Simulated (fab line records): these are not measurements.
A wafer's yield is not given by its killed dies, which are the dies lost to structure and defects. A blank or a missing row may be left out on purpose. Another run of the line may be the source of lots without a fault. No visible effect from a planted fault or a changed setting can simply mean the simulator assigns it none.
Which tool did it? | flow nandHarc | 12 lots, 36 wafers sampled, at 2 steps of a route of 1302

WHAT THE GAUGES SHOWED, per wafer
NHARC_A_CHANNEL_HOLE_D2_CD_MEAS_31.
lot  | measured     | on       | cdNm (nm)
L074 | day 14 13:32 | cdSem-03 | 89.7 89.9 91.7
L076 | day 14 18:09 | cdSem-02 | 91.4 90.7 91.8
L079 | day 15 06:17 | cdSem-03 | 89.9 90.0 90.5
L081 | day 16 15:52 | cdSem-02 | 92.3 89.5 87.9
L082 | day 17 08:51 | cdSem-02 | 89.4 90.0 89.2
L086 | day 18 03:01 | cdSem-02 | 88.4 90.0 91.0
L088 | day 19 17:11 | cdSem-01 | 89.6 89.7 90.0
L090 | day 20 00:55 | cdSem-03 | 90.9 88.8 89.4
L091 | day 21 02:53 | cdSem-02 | 91.7 90.1 91.6
L092 | day 21 07:04 | cdSem-02 | 90.3 88.0 89.6
L095 | day 22 06:37 | cdSem-03 | 90.7 92.2 90.6
L096 | day 23 03:07 | cdSem-02 | 88.3 89.6 89.1

TOOL THAT RAN EACH LOT (tool first, then ch and the chambers of the sampled wafers, then the start)
lot  | NHARC_A_CHANNEL_HOLE_D2_ETCH_25
L074 | harEtch-01 ch 0,1, day 14 11:20
L076 | harEtch-02 ch 0, day 14 15:41
L079 | harEtch-02 ch 1, day 15 03:49
L081 | harEtch-01 ch 0,1, day 16 13:31
L082 | harEtch-01 ch 0,1, day 17 06:13
L086 | harEtch-01 ch 0,1, day 18 00:24
L088 | harEtch-02 ch 0,1, day 19 14:34
L090 | harEtch-02 ch 0,1, day 19 22:19
L091 | harEtch-02 ch 0,1, day 21 00:33
L092 | harEtch-02 ch 0,1, day 21 04:26
L095 | harEtch-01 ch 0,1, day 22 04:16
L096 | harEtch-01 ch 0,1, day 23 00:47
- NHARC_A_CHANNEL_HOLE_D2_ETCH_25: etches the open film in C4F8/O2/Ar, time 1040.2 s, target depth 1500 nm.

THE ANSWER, worked out from the rows above alone
Rule: what is usual is taken from the lots themselves. Put in order of their means at a reading, lots are off if they are a third of the lots or fewer, leave a main group of 4 or more, and stand apart from it by a gap of 3 or more times the standard deviation of the main group's means; of several such gaps the widest counts. If all means in a main group match to the digits the tables above print for the reading, that group is not used. A lot without any number at a reading at which 4 lots or more have one is off too. Where the step has rows for the other lots, those lots are counted as sound.
Nothing can be told from this: no lot is off at any reading shown.

WHAT HAD BEEN PUT IN BY THE SIMULATOR
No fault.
